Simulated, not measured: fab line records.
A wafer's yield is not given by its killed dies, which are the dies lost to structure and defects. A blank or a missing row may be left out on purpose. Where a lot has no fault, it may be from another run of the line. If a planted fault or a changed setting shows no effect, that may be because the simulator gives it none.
fab line records | flow nand_harc
[record] lots = 5 | wafers = 15 | last_day = 30
route steps=1302 shown A_CONTACT@1084 A_BLC@1107 END@1302
lots that met no fault: from a run of the same line without faults
start_h: start of the lot's first displayed wafer, in hours after the record's first day | wait_h: hours from the lot's prior step to this one | " the same as in the row above | L1.1+2: a row that stands for several wafers | - no value, or no start was given | * or withheld: withheld | < > ~ a bound
route shown NAME@n: names a module that has steps shown in the file, with the first one's number in the route | usual: the fault-free wafers' mean and standard deviation | same: alike in all rows | chamber/n: place in a boat | sites: each site's reading | _std_site: how widely they spread, as a standard deviation | _edge_site: the outer-site mean with the inner-site mean subtracted | radius_mm: for every site, how far away it sits from the centre of the wafer | mask NAME#n: copy n | behind: the tool/chamber that last shaped the wafer | hold: why the lot went on hold/how many hours it stayed there/how the hold came to an end | device: transistor that didn't switch, given as n, p or np | end of line: tests run on the same wafers once the route is complete | a step without rows: its recipe alone | killed: count of dies lost to structure and defects at first sort (not the wafer's yield) | map: shows each die of a wafer: x if killed, . if not, _ if none is there
set.NAME: the run value of the setting; set.NAME@STEP: its run value at that earlier step | model.NAME: the simulator's own value behind a step, which no gauge read
lots seen at some steps along the route; tables by step, rows by wafer
services: from which hour (start_h, from the record's first day; less than 0 if before it) a tool's chamber was out of use, for how many hours, and why
[[steps]]
[step NHARC_A_CONTACT_ETCH_30]
[recipe] target_depth_a = 726 | time_s = 36.3 | cf4_flow_sccm = 100 | chf3_flow_sccm = 30 | ar_flow_sccm = 0 | rf_w = 500 | bias_w = 200 | chemistry = CF4/CHF3
[step NHARC_A_CONTACT_ETCH_31]
[recipe] target_depth_a = 28000 | over_etch_frac = 0.3 | time_s = 728 | ion_energy_ev = 150 | o2_flow_sccm = 400 | cos_flow_sccm = 20 | ar_flow_sccm = 0 | rf_w = 500 | bias_w = 300 | chemistry = O2/COS
[step NHARC_A_CONTACT_ETCH_134]
[recipe] source_w = withheld | pressure_mtorr = 20 | bias_v = withheld | time_s = 140 | target_depth_a = 7000 | ar_flow_sccm = withheld | c4f8_flow_sccm = withheld | o2_flow_sccm = withheld | chemistry = C4F8/O2/Ar
[same] time_s = 140
lot.wafer | tool            | chamber | start_h | wait_h | rf_hours_counter_h
L510.2    | har_cap_etch-01 | 1       | 583.12  | -      | 13
L510.3    | "               | 0       | "       | "      | -
L510.5    | "               | 1       | "       | "      | -
L513.2    | har_cap_etch-03 | 0       | 591.16  | -      | 60
L513.4    | "               | 1       | "       | "      | -
L513.5    | "               | 0       | "       | "      | -
L514.2    | har_cap_etch-03 | 0       | 614.38  | -      | 65
L514.1    | "               | 1       | "       | "      | 65
L514.6    | "               | 1       | "       | "      | -
L515.1    | har_cap_etch-02 | 0       | 620.08  | -      | 106
L515.3    | "               | 0       | "       | "      | -
L515.4    | "               | 1       | "       | "      | -
L520.4    | har_cap_etch-01 | 1       | 664.03  | -      | -
L520.6    | "               | 0       | "       | "      | -
L520.5    | "               | 1       | "       | "      | -
[step NHARC_A_CONTACT_ETCH_135]
[recipe] source_w = withheld | pressure_mtorr = 20 | bias_v = 1200 | time_s = 311 | target_depth_a = 19120 | ar_flow_sccm = withheld | c4f8_flow_sccm = withheld | o2_flow_sccm = withheld | chemistry = C4F8/O2/Ar
[step NHARC_A_CONTACT_ETCH_136]
[recipe] source_w = withheld | pressure_mtorr = 20 | bias_v = 1200 | time_s = 311 | target_depth_a = 19120 | ar_flow_sccm = withheld | c4f8_flow_sccm = withheld | o2_flow_sccm = withheld | chemistry = C4F8/O2/Ar
[same] time_s = 311
lot.wafer | tool            | chamber | start_h | wait_h | rf_hours_counter_h
L510.2    | har_cap_etch-01 | 1       | 583.58  | 0.2    | 13
L510.3    | "               | 0       | "       | "      | -
L510.5    | "               | 1       | "       | "      | -
L513.2    | har_cap_etch-03 | 0       | 591.62  | 0.2    | 60
L513.4    | "               | 1       | "       | "      | -
L513.5    | "               | 0       | "       | "      | -
L514.2    | har_cap_etch-03 | 0       | 614.84  | 0.2    | 65
L514.1    | "               | 1       | "       | "      | 65
L514.6    | "               | 1       | "       | "      | -
L515.1    | har_cap_etch-02 | 0       | 620.55  | 0.2    | 107
L515.3    | "               | 0       | "       | "      | -
L515.4    | "               | 1       | "       | "      | -
L520.4    | har_cap_etch-01 | 1       | 664.70  | 0.3    | -
L520.6    | "               | 0       | "       | "      | -
L520.5    | "               | 1       | "       | "      | -
[step NHARC_A_CONTACT_ETCH_137]
[recipe] source_w = withheld | pressure_mtorr = 20 | bias_v = 1200 | time_s = 311 | target_depth_a = 19120 | ar_flow_sccm = withheld | c4f8_flow_sccm = withheld | o2_flow_sccm = withheld | chemistry = C4F8/O2/Ar
[step NHARC_A_CONTACT_ETCH_138]
[recipe] source_w = withheld | pressure_mtorr = 20 | bias_v = 1200 | time_s = 311 | target_depth_a = 19140 | ar_flow_sccm = withheld | c4f8_flow_sccm = withheld | o2_flow_sccm = withheld | chemistry = C4F8/O2/Ar
[step NHARC_A_CONTACT_ETCH_139]
[recipe] source_w = withheld | pressure_mtorr = 20 | bias_v = 400 | time_s = 195 | target_depth_a = 8400 | ar_flow_sccm = withheld | c4f8_flow_sccm = 11.5 | o2_flow_sccm = 7.2 | chemistry = C4F8/O2/Ar
[step NHARC_A_CONTACT_ETCH_92]
[recipe] target_depth_a = 400 | over_etch_frac = 0.5 | time_s = 85.7 | ion_energy_ev = 120 | ch3f_flow_sccm = 50 | o2_flow_sccm = 30 | ar_flow_sccm = 200 | rf_w = 500 | bias_w = 100 | chemistry = CH3F/O2
[step NHARC_A_CONTACT_ETCH_98]
[recipe] target_depth_a = 200 | over_etch_frac = 0.5 | time_s = 10 | ion_energy_ev = 250 | c4f6_flow_sccm = 25 | o2_flow_sccm = 20 | ar_flow_sccm = 500 | rf_w = 600 | bias_w = 500 | chemistry = C4F6/O2
[usual] drypump_motor_current_A = 5.7/0.4 | oes_product_au = 0.953/0.016 | rf_vpp_V = 544/3.7 | showerhead_plenum_p_Torr = 3.80/0.17 | throttle_valve_pct = 26.903/0.0087
[same] time_s = 10
lot.wafer | tool        | chamber | start_h | wait_h | drypump_motor_current_A | oes_product_au | rf_hours_counter_h | rf_vpp_V | showerhead_plenum_p_Torr | throttle_valve_pct
L510.2    | rie_diel-09 | 3       | 585.12  | 0.1    | 6.2                     | 0.941          | 13                 | 542      | 3.69                     | 26.910
L510.3    | "           | 1       | "       | "      | 5.7                     | 0.943          | 16                 | 540      | 3.65                     | 26.904
L510.5    | "           | 1       | "       | "      | 5.7                     | 0.947          | -                  | 541      | 3.65                     | 26.920
L513.4    | rie_diel-11 | 2       | -       | -      | 6.4                     | 0.965          | 61                 | 544      | 3.72                     | 26.897
L513.2    | "           | 3       | "       | "      | 5.9                     | 0.955          | 57                 | 543      | 3.79                     | 26.901
L513.5    | "           | 2       | "       | "      | 6.4                     | 0.955          | -                  | 542      | 3.72                     | 26.901
L514.1    | rie_diel-09 | 3       | -       | -      | 6.2                     | 0.947          | 20                 | 541      | 3.68                     | 26.901
L514.2    | "           | 1       | "       | "      | 5.7                     | 0.929          | 24                 | 540      | 3.64                     | 26.900
L514.6    | "           | 3       | "       | "      | 6.2                     | 0.949          | -                  | 542      | 3.68                     | 26.903
L515.1    | rie_diel-09 | 0       | -       | -      | 5.3                     | 0.944          | 24                 | 550      | 4.11                     | 26.899
L515.3    | "           | 2       | "       | "      | 5.7                     | 0.963          | 19                 | 540      | 3.67                     | 26.907
L515.4    | "           | 3       | "       | "      | 6.2                     | 0.937          | 21                 | 542      | 3.68                     | 26.897
L520.4    | rie_diel-09 | 2       | -       | -      | 5.7                     | 1.007          | 26                 | 542      | 3.66                     | 26.893
L520.5    | "           | 0       | "       | "      | 5.3                     | 0.990          | -                  | 551      | 4.11                     | 26.904
L520.6    | "           | 1       | "       | "      | 5.7                     | 0.992          | -                  | 541      | 3.64                     | 26.891
[step NHARC_A_CONTACT_CD_MEAS_15]
[usual] cd_nm = 190.1/0.67
lot.wafer | tool      | chamber | start_h | wait_h | cd_nm
L510.2    | cd_sem-01 | -       | 585.21  | -      | 190.3
L510.3    | "         | -       | "       | "      | 191.1
L510.5    | "         | -       | "       | "      | 189.9
L513.2    | cd_sem-01 | -       | 593.22  | -      | 190.3
L513.4    | "         | -       | "       | "      | 190.5
L513.5    | "         | -       | "       | "      | 190.2
L514.1    | cd_sem-01 | -       | 616.42  | -      | 190.5
L514.2    | "         | -       | "       | "      | 191.2
L514.6    | "         | -       | "       | "      | 191.4
L515.1    | cd_sem-01 | -       | 622.15  | -      | 190.3
L515.3    | "         | -       | "       | "      | 189.6
L515.4    | "         | -       | "       | "      | 191.6
L520.4    | cd_sem-03 | -       | 666.48  | -      | 188.0
L520.5    | "         | -       | "       | "      | 189.3
L520.6    | "         | -       | "       | "      | 189.1
[step NHARC_A_CONTACT_STRIP_107]
[recipe] n2_flow_sccm = 150 | h2_flow_sccm = 150 | ar_flow_sccm = 0 | bias_w = 0 | chemistry = N2/H2
[step NHARC_A_CONTACT_STRIP_108]
[recipe] cf4_flow_sccm = 100 | chf3_flow_sccm = 30 | ar_flow_sccm = 0 | bias_w = 0 | chemistry = CF4/CHF3
lot.wafer  | tool        | chamber | start_h | wait_h
L510.2+3+5 | rie_diel-09 | 1,3,3   | 585.40  | 0.1
L513.4+2+5 | rie_diel-11 | 0,2,3   | 593.39  | 0.1
L514.1+2+6 | rie_diel-09 | 2,0,3   | 616.59  | 0.1
L515.4+1+3 | rie_diel-09 | 2,3,1   | 622.32  | 0.1
L520.4+6+5 | rie_diel-09 | 0,1,2   | 666.65  | 0.1
[step NHARC_A_CONTACT_STRIP_109]
[recipe] o2_flow_sccm = 400 | cos_flow_sccm = 20 | ar_flow_sccm = 0 | bias_w = 0 | chemistry = O2/COS
[step NHARC_A_CONTACT_ETCH_110]
[recipe] target_depth_a = 600 | overetch_a = 60 | time_s = 33 | ion_energy_ev = 100 | cf4_flow_sccm = 80 | o2_flow_sccm = 20 | ar_flow_sccm = 0 | rf_w = 300 | bias_w = 100 | chemistry = CF4/O2
[step NHARC_A_CONTACT_STRIP_26]
[recipe] o2_flow_sccm = 500 | ar_flow_sccm = 0 | bias_w = 0 | chemistry = O2
[step NHARC_A_CONTACT_STRIP_27]
[recipe] time_s = 600 | temp_c = 30 | chemistry = post_etch_residue_remover
[step NHARC_A_CONTACT_ALD_18]
[recipe] target_thk_a = 30 | pulse_time_s = 1 | ald_cycles = 150 | temp_c = 450 | material = TiN
[usual] heater_power_w = 1107/100 | precursor_pulse_height_rel = 0.999/0.019
lot.wafer | tool         | chamber | start_h | wait_h | heater_power_w | precursor_pulse_height_rel
L510.2    | ald_metal-04 | 0       | 586.24  | -      | 1127           | 0.988
L510.3    | "            | 1       | "       | "      | 1137           | 0.978
L510.5    | "            | 1       | "       | "      | 1143           | 0.990
L513.2    | ald_metal-04 | 0       | 594.22  | -      | 1121           | 0.996
L513.4    | "            | 2       | "       | "      | 1101           | 0.968
L513.5    | "            | 0       | "       | "      | 1116           | 1.023
L514.1    | ald_metal-04 | 3       | 617.38  | -      | 1023           | 0.991
L514.2    | "            | 0       | "       | "      | 1113           | 0.992
L514.6    | "            | 2       | "       | "      | 1093           | 0.993
L515.1    | ald_metal-04 | 0       | 623.14  | -      | 1118           | 1.022
L515.3    | "            | 1       | "       | "      | 1182           | 1.016
L515.4    | "            | 3       | "       | "      | 989            | 1.020
L520.4    | ald_metal-04 | 1       | 667.41  | -      | 1150           | 0.984
L520.6    | "            | 1       | "       | "      | 1141           | 1.002
L520.5    | "            | 2       | "       | "      | 1083           | 1.029
[step NHARC_A_CONTACT_CVD_19]
[recipe] target_thk_a = 3000 | temp_c = 300 | pressure_torr = 40 | wf6_flow_sccm = 40 | h2_flow_sccm = 1600 | ar_flow_sccm = 1560 | time_s = 802 | material = W
[step NHARC_A_CONTACT_CMP_20]
[recipe] t_overpolish_s = 30 | target_thk_nm = 300
[step NHARC_A_CONTACT_SRD_22]
[step NHARC_A_BLC_DEHYDRATE_00]
[recipe] temp_c = 150 | time_s = 120
[step NHARC_A_BLC_HMDS_01]
[recipe] time_s = 30
[step NHARC_A_BLC_COAT_02]
[recipe] temp_c = 260 | time_s = 75
[step NHARC_A_BLC_COAT_03]
[recipe] temp_c = 225 | time_s = 65
[step NHARC_A_BLC_COAT_04]
[recipe] spin_rpm = 1500 | resist_thk_nm = 90
[step NHARC_A_BLC_SOFTBAKE_05]
[recipe] temp_c = 105 | time_s = 55
[step NHARC_A_BLC_EBR_06]
[step NHARC_A_BLC_EXPOSE_07]
[recipe] na = 1.35 | target_cd_nm = 100 | dose_mj = 67.97 | mask_id = A_BLC
[step NHARC_A_BLC_PEB_08]
[recipe] peb_temp_c = 100 | peb_time_s = 65
[step NHARC_A_BLC_DEVELOP_09]
[recipe] develop_time_s = 35 | dev_temp_c = 23
[step NHARC_A_BLC_CD_MEAS_10]
[recipe] target_cd_nm = 100 | landing_energy_ev = 500
[usual] cd_nm = 100.0/0.62
lot.wafer | tool      | chamber | start_h | wait_h | cd_nm
L510.2    | cd_sem-01 | 0       | 588.24  | -      | 99.8
L510.3    | "         | 0       | "       | "      | 99.4
L510.5    | "         | 0       | "       | "      | 99.9
L513.2    | cd_sem-03 | 0       | 596.21  | -      | 99.2
L513.4    | "         | 0       | "       | "      | 99.9
L513.5    | "         | 0       | "       | "      | 99.5
L514.1    | cd_sem-01 | 0       | 619.45  | -      | 99.7
L514.2    | "         | 0       | "       | "      | 99.9
L514.6    | "         | 0       | "       | "      | 100.0
L515.1    | cd_sem-03 | 0       | 625.14  | -      | 100.0
L515.3    | "         | 0       | "       | "      | 99.8
L515.4    | "         | 0       | "       | "      | 100.2
L520.4    | cd_sem-03 | 0       | 669.29  | -      | 99.8
L520.5    | "         | 0       | "       | "      | 100.7
L520.6    | "         | 0       | "       | "      | 100.5
[step NHARC_A_BLC_OVL_MEAS_11]
[usual] overlay_x_nm = 0.1/0.73 | overlay_y_nm = 0.0/0.91
lot.wafer | tool       | chamber | start_h | wait_h | overlay_x_nm | overlay_y_nm
L510.2    | overlay-01 | -       | 588.33  | -      | 0.3          | 1.2
L510.3    | "          | -       | "       | "      | 0.4          | 0.5
L510.5    | "          | -       | "       | "      | 1.1          | 0.5
L513.2    | overlay-02 | -       | 596.29  | -      | 0.4          | 0.1
L513.4    | "          | -       | "       | "      | 0.0          | 0.4
L513.5    | "          | -       | "       | "      | 0.6          | 0.2
L514.1    | overlay-01 | -       | 619.53  | -      | -0.4         | -0.6
L514.2    | "          | -       | "       | "      | -0.2         | -0.6
L514.6    | "          | -       | "       | "      | 0.3          | -0.6
L515.1    | overlay-01 | -       | 625.23  | -      | 0.8          | -0.1
L515.3    | "          | -       | "       | "      | 0.9          | -0.4
L515.4    | "          | -       | "       | "      | 0.9          | 0.5
L520.4    | overlay-02 | -       | 669.37  | -      | -0.3         | -0.1
L520.5    | "          | -       | "       | "      | -0.6         | 0.3
L520.6    | "          | -       | "       | "      | -0.7         | -0.1
[step NHARC_A_BLC_DESCUM_15]
[recipe] time_s = 3 | o2_flow_sccm = 200 | ar_flow_sccm = 0 | bias_power_w = 0 | chemistry = O2
[step NHARC_A_BLC_ETCH_16]
[recipe] target_depth_a = 390 | over_etch_frac = 0.3 | time_s = 65 | ion_energy_ev = 80 | cf4_flow_sccm = 150 | ar_flow_sccm = 0 | rf_w = 300 | bias_w = 100 | chemistry = CF4
[step NHARC_A_BLC_ETCH_17]
[recipe] target_depth_a = 3900 | over_etch_frac = 0.25 | time_s = 609.38 | ion_energy_ev = 200 | n2_flow_sccm = 150 | h2_flow_sccm = 150 | ar_flow_sccm = 0 | rf_w = 400 | bias_w = 150 | chemistry = N2/H2
[step NHARC_A_BLC_ETCH_18]
[recipe] target_depth_a = 9100 | c4f8_flow_sccm = 20 | o2_flow_sccm = 10 | ar_flow_sccm = withheld | rf_w = 600 | bias_w = 1500 | chemistry = C4F8/O2/Ar
[usual] oes_product_au = 0.957/0.025 | rf_vpp_V = 980/7
lot.wafer | tool        | chamber | start_h | wait_h | oes_product_au | rf_hours_counter_h | rf_vpp_V
L510.3    | rie_diel-02 | 3       | -       | -      | 0.956          | 1                  | 984
L510.2    | "           | 0       | "       | "      | 0.978          | 1                  | 986
L510.5    | "           | 0       | "       | "      | 0.982          | -                  | 988
L513.2    | rie_diel-02 | 1       | -       | -      | 0.977          | 1                  | 968
L513.4    | "           | 2       | "       | "      | 0.978          | 3                  | 982
L513.5    | "           | 1       | "       | "      | 0.987          | -                  | 970
L514.1    | rie_diel-02 | 1       | -       | -      | 1.004          | 2                  | 968
L514.2    | "           | 3       | "       | "      | 0.965          | 4                  | 984
L514.6    | "           | 2       | "       | "      | 0.965          | -                  | 981
L515.1    | rie_diel-02 | 3       | -       | -      | 0.979          | 5                  | 982
L515.3    | "           | 0       | "       | "      | 0.985          | 5                  | 987
L515.4    | "           | 1       | "       | "      | 0.975          | 3                  | 968
L520.4    | rie_diel-05 | 1       | -       | -      | 0.907          | 6                  | 979
L520.5    | "           | 3       | "       | "      | 0.917          | -                  | 970
L520.6    | "           | 0       | "       | "      | 0.924          | -                  | 983
[step NHARC_A_BLC_CD_MEAS_19]
[usual] cd_nm = 100.1/2.2
lot.wafer | tool      | chamber | start_h | wait_h | cd_nm
L510.2    | cd_sem-01 | -       | 589.58  | -      | 100.7
L510.3    | "         | -       | "       | "      | 103.5
L510.5    | "         | -       | "       | "      | 100.1
L513.2    | cd_sem-02 | -       | 597.36  | -      | 99.4
L513.4    | "         | -       | "       | "      | 100.3
L513.5    | "         | -       | "       | "      | 106.0
L514.1    | cd_sem-03 | -       | 620.60  | -      | 100.4
L514.2    | "         | -       | "       | "      | 102.2
L514.6    | "         | -       | "       | "      | 97.4
L515.1    | cd_sem-02 | -       | 626.33  | -      | 98.0
L515.3    | "         | -       | "       | "      | 104.1
L515.4    | "         | -       | "       | "      | 99.8
L520.4    | cd_sem-02 | -       | 670.44  | -      | 100.0
L520.5    | "         | -       | "       | "      | 102.0
L520.6    | "         | -       | "       | "      | 103.0
[step NHARC_A_BLC_STRIP_29]
[recipe] cf4_flow_sccm = 150 | ar_flow_sccm = 0 | bias_w = 0 | chemistry = CF4
[step NHARC_END_SORT_01]
[recipe] temp_c = 25
[usual] killed_at_array = 53/19 | killed_at_other = 0.8/1.2 | killed_at_periphery = 3.7/2.3 | killed_dies = 57/19 | killed_open = 3.2/1.7 | killed_short = 2.6/1.8
[same] gross_dies = 677
lot.wafer | tool      | chamber | start_h | wait_h | killed_at_array | killed_at_other | killed_at_periphery | killed_dies | killed_open | killed_short
L520.4    | prober-02 | 0       | 719.19  | 3.5    | 180             | 0               | 2                   | 182         | 3           | 4
L520.5    | prober-02 | 0       | 720.01  | 3.8    | 154             | 0               | 4                   | 158         | 1           | 3
L520.6    | prober-02 | 0       | 720.83  | 4.1    | 117             | 1               | 0                   | 118         | 4           | 1
// killed by level:class
L520.4 A_CONTACT:unspecified=92 A_CHANNEL_HOLE_D1:chamber_film_flake=32 A_SLIT:chamber_film_flake=26 A_CHANNEL_HOLE_D2:chamber_film_flake=19 A_ONON_D1:geometric_particle:open=2 A_STAIRCASE:chamber_film_flake=2 P_GATE:geometric_particle:short=1 A_ONON_D1:geometric_particle:short=1
L520.5 A_CONTACT:unspecified=92 A_CHANNEL_HOLE_D1:chamber_film_flake=34 A_SLIT:chamber_film_flake=14 A_DECK1_JOINT:chamber_film_flake=4 A_CHANNEL_HOLE_D2:chamber_film_flake=4 A_STAIRCASE:chamber_film_flake=3 P_CONTACT:chamber_film_flake=2 P_GATE:geometric_particle:open=1
L520.6 A_CONTACT:unspecified=53 A_SLIT:chamber_film_flake=30 A_CHANNEL_HOLE_D1:chamber_film_flake=15 A_CHANNEL_HOLE_D2:chamber_film_flake=12 A_SGD_CUT:chamber_film_flake=2 A_ONON_D1:geometric_particle:open=1 A_DECK1_JOINT:geometric_particle:open=1 A_CHANNEL_HOLE_D2:geometric_particle:short=1
// map L520.4 (x killed, . not)
____________.____________
_________......._________
_______..........._______
______.............______
_____........x......_____
____.......x.........____
____....x............____
___...................___
___......x............___
__....x.xxx............__
__..x.xxxx.............__
_....xxxxxxx............_
_...xxxxxxxxx........x.._
_...xxxxxxxx............_
_...xxxxxxxxx..........._
_..x.xxxxxxxx..........._
x....xxxxxxxx.x..........
....xxxxxxxxx.....x.x.xx.
...xxxxxxxxxx.......xxxx.
x...xxxxxxxx.......xxxxx.
.....xxxxx.x.......xxxxx.
_.xx.xxxxx...x.....xxxx._
_xxx..xx........x..x.xxx_
_xxxxxxx........x...xxxx_
_xxxxxxx.............xxx_
_xxxx.x.x........x....x._
__xxxxxx...............__
__x.xxx................__
___.x.................___
___.x.................___
____.................____
____.................____
_____..............._____
______.............______
_______..........._______
_________......._________
____________.____________
// map L510.2 (x killed, . not)
____________.____________
_________......._________
_______..........._______
______.............______
_____..............._____
____.................____
____.....x...........____
___...................___
___......x.x..........___
__......x.x........x...__
__.....................__
_......x.x.............._
_.x....................._
_......................._
_......................._
_................x......_
.x...x............x......
.........................
......................xx.
.....xxx.................
....x........x...........
_......................._
_...x...............x..._
_.x.x..................._
_...x.x.........x......._
_.x....x................_
__xx...................__
__.....................__
___...................___
___...................___
____.................____
____.................____
_____....x.........._____
______.............______
_______.x........._______
_________......._________
____________.____________
[[services]]
tool            | chamber | start_h | hours | kind
har_cap_etch-02 | -       | 561.56  | 3.9   | repair
ald_metal-04    | 1       | 566.68  | 2.9   | repair
rie_diel-02     | -       | 570.91  | 9.0   | pm
rie_diel-09     | 0       | 579.69  | -     | clean
rie_diel-09     | 1       | 579.69  | -     | clean
rie_diel-09     | 2       | 579.69  | -     | clean
rie_diel-09     | 3       | 579.69  | -     | clean
rie_diel-02     | 1       | 582.83  | 12.4  | repair
rie_diel-05     | -       | 583.66  | 9.0   | pm
rie_diel-09     | 2       | 583.96  | 4.6   | repair
har_cap_etch-03 | -       | 593.66  | 1.3   | repair
rie_diel-09     | 0       | 604.22  | -     | clean
rie_diel-09     | 1       | 604.22  | -     | clean
rie_diel-09     | 2       | 604.22  | -     | clean
rie_diel-11     | -       | 609.52  | 9.0   | pm
rie_diel-11     | 0       | 620.33  | 3.0   | repair
har_cap_etch-02 | -       | 632.06  | 0.4   | repair
rie_diel-02     | 0       | 632.90  | 13.4  | repair
rie_diel-09     | 3       | 633.77  | 4.6   | repair
rie_diel-02     | -       | 644.17  | 0.5   | repair
ald_metal-04    | -       | 652.00  | 10.0  | pm
rie_diel-11     | 3       | 653.03  | 5.0   | repair
rie_diel-11     | 0       | 654.31  | 4.5   | repair
rie_diel-11     | -       | 661.24  | 0.3   | repair
[[key]]
[first_sign] step = NHARC_END_SORT_01 | reading = killed_at_array | direction = up | sigmas = 5.1 | usual = 53 | struck = 150
[effect] step = NHARC_END_SORT_01 | reading = killed_dies | direction = up | sigmas = 5 | usual = 57 | struck = 153
[more_kills_born_at] NHARC_A_CONTACT_STRIP_108@rie_diel-09 = 236
met_at NHARC_A_CONTACT_STRIP_108
struck_wafers L520.4,L520.5,L520.6
tester_left_out L520
onset_between 622.32 666.65
also_fits time
[fault] kind = chamber_particle_source | tool = rie_diel-09 | chamber = - | onset_h = 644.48 | steps = NHARC_A_CONTACT_STRIP_108 | rate_per_visit_cm2 = 1.2398 | end_h = 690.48
// tester_left_out: of these lots the tester's yield and bins aren't shown, on N5 and GAA mostly nor the transistor test; their killed dies are dies lost to structure and defects alone, not to doping, threshold or leakage, so they don't give the yield
